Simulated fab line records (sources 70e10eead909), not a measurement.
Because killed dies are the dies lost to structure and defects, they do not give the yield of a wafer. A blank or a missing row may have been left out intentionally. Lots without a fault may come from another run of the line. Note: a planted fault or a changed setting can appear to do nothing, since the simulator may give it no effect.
fab line records / flow nand_harc / part 2 of 2: steps 16 to 25 of 25
record: lots: 5 wafers: 15 last_day: 34
route steps=1302 shown A_STAIRCASE@699
lots with no fault: from the same line, run without faults
start_h: the number of hours between the record's first day and the start of the first shown wafer of the lot / wait_h: hours since the lot's step before / " unchanged from the row above / L1.1+2: a single row standing in for several wafers / - either no value or no given start / * or withheld: withheld / < > ~ a bound
route shown NAME@n: NAME is a module with steps in the file, n the number in the route of the first one / usual: mean/standard deviation taken from wafers without a fault / same: alike in all rows / chamber/n: place in a boat / sites: per-site readings / _std_site: standard deviation of those values / _edge_site: inner sites' mean taken away from outer sites' mean / radius_mm: for every site, how far away it sits from the centre of the wafer / mask NAME#n: copy n / behind: the last tool/chamber to shape the wafer / hold: why the lot was held/for how many hours/how that ended / device: which transistor (n, p or np) failed to switch / end of line: at the end of the route, the tests of the same wafers / where a step has no rows: the recipe by itself / killed: at the first sort, the dies lost to defects and structure; wafer yield is something else / map: a wafer's dies, marking killed ones x, the rest . and places with no die _
set.NAME: setting as actually run; set.NAME@STEP: the setting as run at that earlier step / model.NAME: the simulator's own value behind a step, which no gauge read
lots seen at some steps along the route; tables by step, rows by wafer
services: a tool's chamber out of use, with start hour (start_h, from the record's first day; less than 0 if before it), hours out, and reason
== steps ==
step: NHARC_A_STAIRCASE_ETCH_201
recipe: target_depth_a: 1000 time_s: 40.5 ion_energy_ev: 400 c4f8_flow_sccm: 20 o2_flow_sccm: 10 ar_flow_sccm: withheld rf_w: 600 bias_w: 1000 chemistry: C4F8/O2
usual: oes_product_au: 0.946/0.0099 rf_vpp_V: 894/5.3
lot.wafer=L077.1 tool=rie_diel-04 chamber=3 start_h=- wait_h=- oes_product_au=0.945 rf_hours_counter_h=9 rf_vpp_V=898
lot.wafer=L077.2 tool=rie_diel-04 chamber=1 start_h=- wait_h=- oes_product_au=0.958 rf_hours_counter_h=8 rf_vpp_V=888
lot.wafer=L077.5 tool=rie_diel-04 chamber=0 start_h=- wait_h=- oes_product_au=0.942 rf_hours_counter_h=- rf_vpp_V=905
lot.wafer=L081.3 tool=rie_diel-10 chamber=2 start_h=- wait_h=- oes_product_au=0.945 rf_hours_counter_h=1 rf_vpp_V=889
lot.wafer=L081.4 tool=rie_diel-10 chamber=3 start_h=- wait_h=- oes_product_au=0.948 rf_hours_counter_h=1 rf_vpp_V=891
lot.wafer=L081.1 tool=rie_diel-10 chamber=0 start_h=- wait_h=- oes_product_au=0.969 rf_hours_counter_h=1 rf_vpp_V=896
lot.wafer=L087.3 tool=rie_diel-07 chamber=1 start_h=- wait_h=- oes_product_au=0.947 rf_hours_counter_h=2 rf_vpp_V=893
lot.wafer=L087.1 tool=rie_diel-07 chamber=0 start_h=- wait_h=- oes_product_au=0.941 rf_hours_counter_h=2 rf_vpp_V=902
lot.wafer=L087.6 tool=rie_diel-07 chamber=1 start_h=- wait_h=- oes_product_au=0.951 rf_hours_counter_h=- rf_vpp_V=893
lot.wafer=L094.2 tool=rie_diel-04 chamber=0 start_h=- wait_h=- oes_product_au=0.952 rf_hours_counter_h=3 rf_vpp_V=905
lot.wafer=L094.1 tool=rie_diel-04 chamber=1 start_h=- wait_h=- oes_product_au=0.952 rf_hours_counter_h=3 rf_vpp_V=888
lot.wafer=L094.3 tool=rie_diel-04 chamber=3 start_h=- wait_h=- oes_product_au=0.957 rf_hours_counter_h=3 rf_vpp_V=898
lot.wafer=L095.3 tool=rie_diel-10 chamber=0 start_h=- wait_h=- oes_product_au=0.948 rf_hours_counter_h=50 rf_vpp_V=896
lot.wafer=L095.4 tool=rie_diel-10 chamber=0 start_h=- wait_h=- oes_product_au=0.950 rf_hours_counter_h=- rf_vpp_V=894
lot.wafer=L095.6 tool=rie_diel-10 chamber=2 start_h=- wait_h=- oes_product_au=0.956 rf_hours_counter_h=- rf_vpp_V=888
step: NHARC_A_STAIRCASE_TRIM_202
recipe: time_s: 211.2 o2_flow_sccm: 500 ar_flow_sccm: 0 bias_w: 0 chemistry: O2
usual: drypump_motor_current_A: 5.7/0.56 oes_product_au: 1.002/0.0078 rf_vpp_V: 57.7/0.91 showerhead_plenum_p_Torr: 3.49/0.14 throttle_valve_pct: 17.036/0.0093
lot.wafer=L077.2 tool=rie_diel-04 chamber=2 start_h=- wait_h=- drypump_motor_current_A=5.8 oes_product_au=1.009 rf_hours_counter_h=7 rf_vpp_V=57.4 showerhead_plenum_p_Torr=3.45 throttle_valve_pct=17.037
lot.wafer=L077.1 tool=rie_diel-04 chamber=3 start_h=- wait_h=- drypump_motor_current_A=6.2 oes_product_au=1.002 rf_hours_counter_h=9 rf_vpp_V=58.1 showerhead_plenum_p_Torr=3.60 throttle_valve_pct=17.044
lot.wafer=L077.5 tool=rie_diel-04 chamber=1 start_h=- wait_h=- drypump_motor_current_A=4.9 oes_product_au=1.007 rf_hours_counter_h=- rf_vpp_V=57.4 showerhead_plenum_p_Torr=3.32 throttle_valve_pct=17.028
lot.wafer=L081.1 tool=rie_diel-10 chamber=3 start_h=- wait_h=- drypump_motor_current_A=5.5 oes_product_au=0.990 rf_hours_counter_h=1 rf_vpp_V=58.2 showerhead_plenum_p_Torr=3.40 throttle_valve_pct=17.030
lot.wafer=L081.3 tool=rie_diel-10 chamber=0 start_h=- wait_h=- drypump_motor_current_A=6.3 oes_product_au=1.011 rf_hours_counter_h=1 rf_vpp_V=57.8 showerhead_plenum_p_Torr=3.53 throttle_valve_pct=17.037
lot.wafer=L081.4 tool=rie_diel-10 chamber=1 start_h=- wait_h=- drypump_motor_current_A=5.1 oes_product_au=0.989 rf_hours_counter_h=1 rf_vpp_V=56.9 showerhead_plenum_p_Torr=3.41 throttle_valve_pct=17.029
lot.wafer=L087.1 tool=rie_diel-07 chamber=0 start_h=- wait_h=- drypump_motor_current_A=6.5 oes_product_au=1.000 rf_hours_counter_h=2 rf_vpp_V=59.5 showerhead_plenum_p_Torr=3.71 throttle_valve_pct=17.030
lot.wafer=L087.3 tool=rie_diel-07 chamber=3 start_h=- wait_h=- drypump_motor_current_A=6.1 oes_product_au=0.984 rf_hours_counter_h=2 rf_vpp_V=57.9 showerhead_plenum_p_Torr=3.39 throttle_valve_pct=17.022
lot.wafer=L087.6 tool=rie_diel-07 chamber=1 start_h=- wait_h=- drypump_motor_current_A=5.7 oes_product_au=0.996 rf_hours_counter_h=- rf_vpp_V=59.0 showerhead_plenum_p_Torr=3.44 throttle_valve_pct=17.042
lot.wafer=L094.2 tool=rie_diel-04 chamber=2 start_h=- wait_h=- drypump_motor_current_A=5.8 oes_product_au=1.014 rf_hours_counter_h=3 rf_vpp_V=58.9 showerhead_plenum_p_Torr=3.42 throttle_valve_pct=17.053
lot.wafer=L094.1 tool=rie_diel-04 chamber=3 start_h=- wait_h=- drypump_motor_current_A=6.2 oes_product_au=1.001 rf_hours_counter_h=3 rf_vpp_V=57.3 showerhead_plenum_p_Torr=3.57 throttle_valve_pct=17.038
lot.wafer=L094.3 tool=rie_diel-04 chamber=0 start_h=- wait_h=- drypump_motor_current_A=4.6 oes_product_au=1.006 rf_hours_counter_h=3 rf_vpp_V=57.8 showerhead_plenum_p_Torr=3.74 throttle_valve_pct=17.027
lot.wafer=L095.3 tool=rie_diel-10 chamber=0 start_h=- wait_h=- drypump_motor_current_A=6.3 oes_product_au=1.004 rf_hours_counter_h=50 rf_vpp_V=57.2 showerhead_plenum_p_Torr=3.50 throttle_valve_pct=17.033
lot.wafer=L095.6 tool=rie_diel-10 chamber=3 start_h=- wait_h=- drypump_motor_current_A=5.6 oes_product_au=1.012 rf_hours_counter_h=- rf_vpp_V=58.2 showerhead_plenum_p_Torr=3.38 throttle_valve_pct=17.034
lot.wafer=L095.4 tool=rie_diel-10 chamber=0 start_h=- wait_h=- drypump_motor_current_A=6.3 oes_product_au=1.006 rf_hours_counter_h=- rf_vpp_V=57.5 showerhead_plenum_p_Torr=3.50 throttle_valve_pct=17.050
step: NHARC_A_STAIRCASE_ETCH_203
recipe: target_depth_a: 1000 time_s: 40.5 ion_energy_ev: 400 c4f8_flow_sccm: 20 o2_flow_sccm: 10 ar_flow_sccm: withheld rf_w: 600 bias_w: 1000 chemistry: C4F8/O2
usual: oes_product_au: 0.944/0.0081 rf_vpp_V: 894/5
lot.wafer=L077.1 tool=rie_diel-04 chamber=0 start_h=- wait_h=- oes_product_au=0.960 rf_hours_counter_h=10 rf_vpp_V=907
lot.wafer=L077.2 tool=rie_diel-04 chamber=3 start_h=- wait_h=- oes_product_au=0.953 rf_hours_counter_h=9 rf_vpp_V=899
lot.wafer=L077.5 tool=rie_diel-04 chamber=0 start_h=- wait_h=- oes_product_au=0.956 rf_hours_counter_h=- rf_vpp_V=905
lot.wafer=L081.3 tool=rie_diel-10 chamber=1 start_h=- wait_h=- oes_product_au=0.950 rf_hours_counter_h=1 rf_vpp_V=892
lot.wafer=L081.4 tool=rie_diel-10 chamber=2 start_h=- wait_h=- oes_product_au=0.951 rf_hours_counter_h=1 rf_vpp_V=890
lot.wafer=L081.1 tool=rie_diel-10 chamber=0 start_h=- wait_h=- oes_product_au=0.942 rf_hours_counter_h=1 rf_vpp_V=895
lot.wafer=L087.1 tool=rie_diel-07 chamber=0 start_h=- wait_h=- oes_product_au=0.940 rf_hours_counter_h=2 rf_vpp_V=901
lot.wafer=L087.3 tool=rie_diel-07 chamber=2 start_h=- wait_h=- oes_product_au=0.945 rf_hours_counter_h=3 rf_vpp_V=894
lot.wafer=L087.6 tool=rie_diel-07 chamber=0 start_h=- wait_h=- oes_product_au=0.932 rf_hours_counter_h=- rf_vpp_V=903
lot.wafer=L094.3 tool=rie_diel-04 chamber=3 start_h=- wait_h=- oes_product_au=0.937 rf_hours_counter_h=4 rf_vpp_V=897
lot.wafer=L094.2 tool=rie_diel-04 chamber=0 start_h=- wait_h=- oes_product_au=0.949 rf_hours_counter_h=3 rf_vpp_V=903
lot.wafer=L094.1 tool=rie_diel-04 chamber=1 start_h=- wait_h=- oes_product_au=0.949 rf_hours_counter_h=3 rf_vpp_V=886
lot.wafer=L095.3 tool=rie_diel-10 chamber=3 start_h=- wait_h=- oes_product_au=0.945 rf_hours_counter_h=45 rf_vpp_V=891
lot.wafer=L095.4 tool=rie_diel-10 chamber=2 start_h=- wait_h=- oes_product_au=0.949 rf_hours_counter_h=- rf_vpp_V=888
lot.wafer=L095.6 tool=rie_diel-10 chamber=3 start_h=- wait_h=- oes_product_au=0.947 rf_hours_counter_h=- rf_vpp_V=890
step: NHARC_A_STAIRCASE_STRIP_205
recipe: power_w: 1500 temp_c: 250 chemistry: O2
usual: drypump_motor_current_A: 5.45/0.29 heater_power_w: 310/21 rf_refl_power_W: 18/5.8
lot.wafer=L077.2 tool=plasma_asher-01 chamber=0 start_h=388.07 wait_h=0.1 drypump_motor_current_A=5.31 heater_power_w=296 rf_hours_counter_h=8 rf_refl_power_W=14
lot.wafer=L077.1 tool=plasma_asher-01 chamber=1 start_h=388.07 wait_h=0.1 drypump_motor_current_A=5.72 heater_power_w=336 rf_hours_counter_h=8 rf_refl_power_W=13
lot.wafer=L077.5 tool=plasma_asher-01 chamber=0 start_h=388.07 wait_h=0.1 drypump_motor_current_A=5.38 heater_power_w=300 rf_hours_counter_h=- rf_refl_power_W=14
lot.wafer=L081.1 tool=plasma_asher-01 chamber=0 start_h=436.08 wait_h=0.1 drypump_motor_current_A=5.37 heater_power_w=291 rf_hours_counter_h=18 rf_refl_power_W=14
lot.wafer=L081.3 tool=plasma_asher-01 chamber=1 start_h=436.08 wait_h=0.1 drypump_motor_current_A=5.74 heater_power_w=341 rf_hours_counter_h=- rf_refl_power_W=13
lot.wafer=L081.4 tool=plasma_asher-01 chamber=0 start_h=436.08 wait_h=0.1 drypump_motor_current_A=5.37 heater_power_w=300 rf_hours_counter_h=- rf_refl_power_W=14
lot.wafer=L087.1 tool=plasma_asher-02 chamber=0 start_h=495.76 wait_h=0.1 drypump_motor_current_A=5.65 heater_power_w=276 rf_hours_counter_h=11 rf_refl_power_W=-
lot.wafer=L087.3 tool=plasma_asher-02 chamber=1 start_h=495.76 wait_h=0.1 drypump_motor_current_A=4.95 heater_power_w=324 rf_hours_counter_h=- rf_refl_power_W=-
lot.wafer=L087.6 tool=plasma_asher-02 chamber=0 start_h=495.76 wait_h=0.1 drypump_motor_current_A=5.66 heater_power_w=272 rf_hours_counter_h=- rf_refl_power_W=-
lot.wafer=L094.2 tool=plasma_asher-01 chamber=1 start_h=553.99 wait_h=0.1 drypump_motor_current_A=5.73 heater_power_w=337 rf_hours_counter_h=4 rf_refl_power_W=-
lot.wafer=L094.1 tool=plasma_asher-01 chamber=0 start_h=553.99 wait_h=0.1 drypump_motor_current_A=5.36 heater_power_w=297 rf_hours_counter_h=4 rf_refl_power_W=-
lot.wafer=L094.3 tool=plasma_asher-01 chamber=0 start_h=553.99 wait_h=0.1 drypump_motor_current_A=5.36 heater_power_w=295 rf_hours_counter_h=- rf_refl_power_W=-
lot.wafer=L095.4 tool=plasma_asher-01 chamber=0 start_h=578.74 wait_h=0.2 drypump_motor_current_A=5.40 heater_power_w=296 rf_hours_counter_h=- rf_refl_power_W=14
lot.wafer=L095.3 tool=plasma_asher-01 chamber=1 start_h=578.74 wait_h=0.2 drypump_motor_current_A=5.72 heater_power_w=326 rf_hours_counter_h=- rf_refl_power_W=13
lot.wafer=L095.6 tool=plasma_asher-01 chamber=0 start_h=578.74 wait_h=0.2 drypump_motor_current_A=5.36 heater_power_w=298 rf_hours_counter_h=- rf_refl_power_W=15
step: NHARC_A_STAIRCASE_STRIP_206
recipe: time_s: 900 temp_c: 130 chemistry: SPM
usual: bath_guard_temp_C: 129.9/0.43
lot.wafer=L077.2 tool=wet_bench-06 chamber=0 start_h=388.43 wait_h=0.3 bath_guard_temp_C=129.9
lot.wafer=L077.1 tool=wet_bench-06 chamber=1 start_h=388.43 wait_h=0.3 bath_guard_temp_C=130.3
lot.wafer=L077.5 tool=wet_bench-06 chamber=4 start_h=388.43 wait_h=0.3 bath_guard_temp_C=129.8
lot.wafer=L081.1 tool=wet_bench-06 chamber=0 start_h=436.38 wait_h=0.3 bath_guard_temp_C=130.1
lot.wafer=L081.4 tool=wet_bench-06 chamber=1 start_h=436.38 wait_h=0.3 bath_guard_temp_C=129.9
lot.wafer=L081.3 tool=wet_bench-06 chamber=2 start_h=436.38 wait_h=0.3 bath_guard_temp_C=130.2
lot.wafer=L087.3 tool=wet_bench-06 chamber=5 start_h=496.12 wait_h=0.2 bath_guard_temp_C=129.9
lot.wafer=L087.1 tool=wet_bench-06 chamber=6 start_h=496.12 wait_h=0.2 bath_guard_temp_C=130.4
lot.wafer=L087.6 tool=wet_bench-06 chamber=7 start_h=496.12 wait_h=0.2 bath_guard_temp_C=130.1
lot.wafer=L094.1 tool=wet_bench-04 chamber=7 start_h=554.37 wait_h=0.3 bath_guard_temp_C=130.4
lot.wafer=L094.3 tool=wet_bench-04 chamber=0 start_h=554.37 wait_h=0.3 bath_guard_temp_C=130.0
lot.wafer=L094.2 tool=wet_bench-04 chamber=1 start_h=554.37 wait_h=0.3 bath_guard_temp_C=130.4
lot.wafer=L095.4 tool=wet_bench-04 chamber=6 start_h=578.99 wait_h=0.2 bath_guard_temp_C=129.7
lot.wafer=L095.3 tool=wet_bench-04 chamber=7 start_h=578.99 wait_h=0.2 bath_guard_temp_C=129.8
lot.wafer=L095.6 tool=wet_bench-04 chamber=0 start_h=578.99 wait_h=0.2 bath_guard_temp_C=129.8
step: NHARC_A_STAIRCASE_PRECLEAN_207
recipe: time_s: * temp_c: 50 bath_age_min: 0 chemistry: SC1
usual: bath_guard_temp_C: 50.0/0.47
lot.wafer=L077.2 tool=wet_bench-06 chamber=0 start_h=- wait_h=- bath_guard_temp_C=50.1
lot.wafer=L077.1 tool=wet_bench-06 chamber=1 start_h=- wait_h=- bath_guard_temp_C=50.3
lot.wafer=L077.5 tool=wet_bench-06 chamber=4 start_h=- wait_h=- bath_guard_temp_C=50.0
lot.wafer=L081.1 tool=wet_bench-06 chamber=0 start_h=- wait_h=- bath_guard_temp_C=49.9
lot.wafer=L081.4 tool=wet_bench-06 chamber=1 start_h=- wait_h=- bath_guard_temp_C=50.3
lot.wafer=L081.3 tool=wet_bench-06 chamber=2 start_h=- wait_h=- bath_guard_temp_C=50.3
lot.wafer=L087.3 tool=wet_bench-06 chamber=5 start_h=- wait_h=- bath_guard_temp_C=49.6
lot.wafer=L087.1 tool=wet_bench-06 chamber=6 start_h=- wait_h=- bath_guard_temp_C=50.1
lot.wafer=L087.6 tool=wet_bench-06 chamber=7 start_h=- wait_h=- bath_guard_temp_C=49.9
lot.wafer=L094.1 tool=wet_bench-04 chamber=7 start_h=- wait_h=- bath_guard_temp_C=50.1
lot.wafer=L094.3 tool=wet_bench-04 chamber=0 start_h=- wait_h=- bath_guard_temp_C=50.2
lot.wafer=L094.2 tool=wet_bench-04 chamber=1 start_h=- wait_h=- bath_guard_temp_C=50.3
lot.wafer=L095.4 tool=wet_bench-04 chamber=6 start_h=- wait_h=- bath_guard_temp_C=49.7
lot.wafer=L095.3 tool=wet_bench-04 chamber=7 start_h=- wait_h=- bath_guard_temp_C=50.1
lot.wafer=L095.6 tool=wet_bench-04 chamber=0 start_h=- wait_h=- bath_guard_temp_C=50.5
step: NHARC_A_STAIRCASE_SRD_208
lot.wafer=L077.2+1+5 tool=wet_bench-06 chamber=0,1,4 start_h=- wait_h=-
lot.wafer=L081.1+4+3 tool=wet_bench-06 chamber=0,1,2 start_h=- wait_h=-
lot.wafer=L087.3+1+6 tool=wet_bench-06 chamber=5,6,7 start_h=- wait_h=-
lot.wafer=L094.1+3+2 tool=wet_bench-04 chamber=7,0,1 start_h=- wait_h=-
lot.wafer=L095.4+3+6 tool=wet_bench-04 chamber=6,7,0 start_h=- wait_h=-
step: NHARC_A_STAIRCASE_DEHYDRATE_209
recipe: temp_c: 150 time_s: 120
usual: chill_plate_temp_C: 23.00/0.1 exhaust_pa: 44.8/0.87
lot.wafer=L077.1 tool=litho_track-02 chamber=0 start_h=388.87 wait_h=- chill_plate_temp_C=22.86 exhaust_pa=44.7
lot.wafer=L077.2 tool=litho_track-02 chamber=0 start_h=388.87 wait_h=- chill_plate_temp_C=23.02 exhaust_pa=43.5
lot.wafer=L077.5 tool=litho_track-02 chamber=0 start_h=388.87 wait_h=- chill_plate_temp_C=22.99 exhaust_pa=45.3
lot.wafer=L081.1 tool=litho_track-03 chamber=0 start_h=436.84 wait_h=- chill_plate_temp_C=23.12 exhaust_pa=45.5
lot.wafer=L081.3 tool=litho_track-03 chamber=0 start_h=436.84 wait_h=- chill_plate_temp_C=23.08 exhaust_pa=44.5
lot.wafer=L081.4 tool=litho_track-03 chamber=0 start_h=436.84 wait_h=- chill_plate_temp_C=22.87 exhaust_pa=44.9
lot.wafer=L087.1 tool=litho_track-03 chamber=0 start_h=496.56 wait_h=- chill_plate_temp_C=23.28 exhaust_pa=45.6
lot.wafer=L087.3 tool=litho_track-03 chamber=0 start_h=496.56 wait_h=- chill_plate_temp_C=23.18 exhaust_pa=44.7
lot.wafer=L087.6 tool=litho_track-03 chamber=0 start_h=496.56 wait_h=- chill_plate_temp_C=23.05 exhaust_pa=45.2
lot.wafer=L094.1 tool=litho_track-03 chamber=0 start_h=554.80 wait_h=- chill_plate_temp_C=23.13 exhaust_pa=43.7
lot.wafer=L094.2 tool=litho_track-03 chamber=0 start_h=554.80 wait_h=- chill_plate_temp_C=22.95 exhaust_pa=44.0
lot.wafer=L094.3 tool=litho_track-03 chamber=0 start_h=554.80 wait_h=- chill_plate_temp_C=22.95 exhaust_pa=45.0
lot.wafer=L095.3 tool=litho_track-03 chamber=0 start_h=579.45 wait_h=- chill_plate_temp_C=22.79 exhaust_pa=45.5
lot.wafer=L095.4 tool=litho_track-03 chamber=0 start_h=579.45 wait_h=- chill_plate_temp_C=22.91 exhaust_pa=45.3
lot.wafer=L095.6 tool=litho_track-03 chamber=0 start_h=579.45 wait_h=- chill_plate_temp_C=22.85 exhaust_pa=45.3
step: NHARC_A_STAIRCASE_HMDS_210
recipe: time_s: 30
usual: chill_plate_temp_C: 23.01/0.11 exhaust_pa: 44.9/0.91
lot.wafer=L077.1 tool=litho_track-02 chamber=0 start_h=- wait_h=- chill_plate_temp_C=23.15 exhaust_pa=45.0
lot.wafer=L077.2 tool=litho_track-02 chamber=0 start_h=- wait_h=- chill_plate_temp_C=23.04 exhaust_pa=45.8
lot.wafer=L077.5 tool=litho_track-02 chamber=0 start_h=- wait_h=- chill_plate_temp_C=23.05 exhaust_pa=46.1
lot.wafer=L081.1 tool=litho_track-03 chamber=0 start_h=- wait_h=- chill_plate_temp_C=23.09 exhaust_pa=44.2
lot.wafer=L081.3 tool=litho_track-03 chamber=0 start_h=- wait_h=- chill_plate_temp_C=22.93 exhaust_pa=44.1
lot.wafer=L081.4 tool=litho_track-03 chamber=0 start_h=- wait_h=- chill_plate_temp_C=23.06 exhaust_pa=44.3
lot.wafer=L087.1 tool=litho_track-03 chamber=0 start_h=- wait_h=- chill_plate_temp_C=23.15 exhaust_pa=44.7
lot.wafer=L087.3 tool=litho_track-03 chamber=0 start_h=- wait_h=- chill_plate_temp_C=22.93 exhaust_pa=43.9
lot.wafer=L087.6 tool=litho_track-03 chamber=0 start_h=- wait_h=- chill_plate_temp_C=22.98 exhaust_pa=43.9
lot.wafer=L094.1 tool=litho_track-03 chamber=0 start_h=- wait_h=- chill_plate_temp_C=23.08 exhaust_pa=45.2
lot.wafer=L094.2 tool=litho_track-03 chamber=0 start_h=- wait_h=- chill_plate_temp_C=22.97 exhaust_pa=44.6
lot.wafer=L094.3 tool=litho_track-03 chamber=0 start_h=- wait_h=- chill_plate_temp_C=23.15 exhaust_pa=46.1
lot.wafer=L095.3 tool=litho_track-03 chamber=0 start_h=- wait_h=- chill_plate_temp_C=23.03 exhaust_pa=44.3
lot.wafer=L095.4 tool=litho_track-03 chamber=0 start_h=- wait_h=- chill_plate_temp_C=22.97 exhaust_pa=45.0
lot.wafer=L095.6 tool=litho_track-03 chamber=0 start_h=- wait_h=- chill_plate_temp_C=23.05 exhaust_pa=43.8
step: NHARC_A_STAIRCASE_COAT_211
recipe: spin_rpm: 1200
usual: chill_plate_temp_C: 22.98/0.096 exhaust_pa: 45.1/0.75
lot.wafer=L077.1 tool=litho_track-02 chamber=0 start_h=- wait_h=- chill_plate_temp_C=23.04 exhaust_pa=44.5
lot.wafer=L077.2 tool=litho_track-02 chamber=0 start_h=- wait_h=- chill_plate_temp_C=23.05 exhaust_pa=45.6
lot.wafer=L077.5 tool=litho_track-02 chamber=0 start_h=- wait_h=- chill_plate_temp_C=22.97 exhaust_pa=44.2
lot.wafer=L081.1 tool=litho_track-03 chamber=0 start_h=- wait_h=- chill_plate_temp_C=22.98 exhaust_pa=45.3
lot.wafer=L081.3 tool=litho_track-03 chamber=0 start_h=- wait_h=- chill_plate_temp_C=23.08 exhaust_pa=45.4
lot.wafer=L081.4 tool=litho_track-03 chamber=0 start_h=- wait_h=- chill_plate_temp_C=22.88 exhaust_pa=43.8
lot.wafer=L087.1 tool=litho_track-03 chamber=0 start_h=- wait_h=- chill_plate_temp_C=22.92 exhaust_pa=44.7
lot.wafer=L087.3 tool=litho_track-03 chamber=0 start_h=- wait_h=- chill_plate_temp_C=23.00 exhaust_pa=46.0
lot.wafer=L087.6 tool=litho_track-03 chamber=0 start_h=- wait_h=- chill_plate_temp_C=23.00 exhaust_pa=44.9
lot.wafer=L094.1 tool=litho_track-03 chamber=0 start_h=- wait_h=- chill_plate_temp_C=23.08 exhaust_pa=45.1
lot.wafer=L094.2 tool=litho_track-03 chamber=0 start_h=- wait_h=- chill_plate_temp_C=23.01 exhaust_pa=45.0
lot.wafer=L094.3 tool=litho_track-03 chamber=0 start_h=- wait_h=- chill_plate_temp_C=23.00 exhaust_pa=45.4
lot.wafer=L095.3 tool=litho_track-03 chamber=0 start_h=- wait_h=- chill_plate_temp_C=22.89 exhaust_pa=44.5
lot.wafer=L095.4 tool=litho_track-03 chamber=0 start_h=- wait_h=- chill_plate_temp_C=22.89 exhaust_pa=45.5
lot.wafer=L095.6 tool=litho_track-03 chamber=0 start_h=- wait_h=- chill_plate_temp_C=23.00 exhaust_pa=44.4
== services ==
tool=rie_diel-07 chamber=0 start_h=364.85 hours=8.3 kind=repair
tool=wet_bench-06 chamber=- start_h=369.60 hours=8.0 kind=pm
tool=rie_diel-10 chamber=0 start_h=379.77 hours=7.1 kind=repair
tool=litho_track-02 chamber=- start_h=402.00 hours=7.0 kind=pm
tool=wet_bench-04 chamber=- start_h=403.31 hours=8.0 kind=pm
tool=rie_diel-07 chamber=1 start_h=408.63 hours=3.9 kind=repair
tool=rie_diel-07 chamber=3 start_h=411.93 hours=19.5 kind=repair
tool=rie_diel-10 chamber=- start_h=419.56 hours=9.0 kind=pm
tool=plasma_asher-02 chamber=- start_h=431.39 hours=9.0 kind=pm
tool=wet_bench-04 chamber=- start_h=434.65 hours=11.0 kind=repair
tool=litho_track-03 chamber=- start_h=450.00 hours=7.0 kind=pm
tool=rie_diel-07 chamber=- start_h=468.92 hours=0.6 kind=repair
tool=rie_diel-07 chamber=- start_h=471.23 hours=9.0 kind=pm
tool=litho_track-05 chamber=- start_h=474.00 hours=7.0 kind=pm
tool=rie_diel-04 chamber=0 start_h=488.14 hours=4.4 kind=repair
tool=rie_diel-04 chamber=1 start_h=492.65 hours=4.0 kind=repair
tool=plasma_asher-01 chamber=- start_h=519.04 hours=9.0 kind=pm
tool=rie_diel-04 chamber=- start_h=532.41 hours=9.0 kind=pm
tool=wet_bench-06 chamber=- start_h=545.60 hours=8.0 kind=pm
tool=rie_diel-07 chamber=- start_h=550.42 hours=0.9 kind=repair
tool=rie_diel-07 chamber=0 start_h=562.55 hours=12.0 kind=repair
tool=wet_bench-04 chamber=- start_h=569.20 hours=1.8 kind=repair
tool=litho_track-02 chamber=- start_h=577.00 hours=7.0 kind=pm
tool=wet_bench-04 chamber=- start_h=579.31 hours=8.0 kind=pm
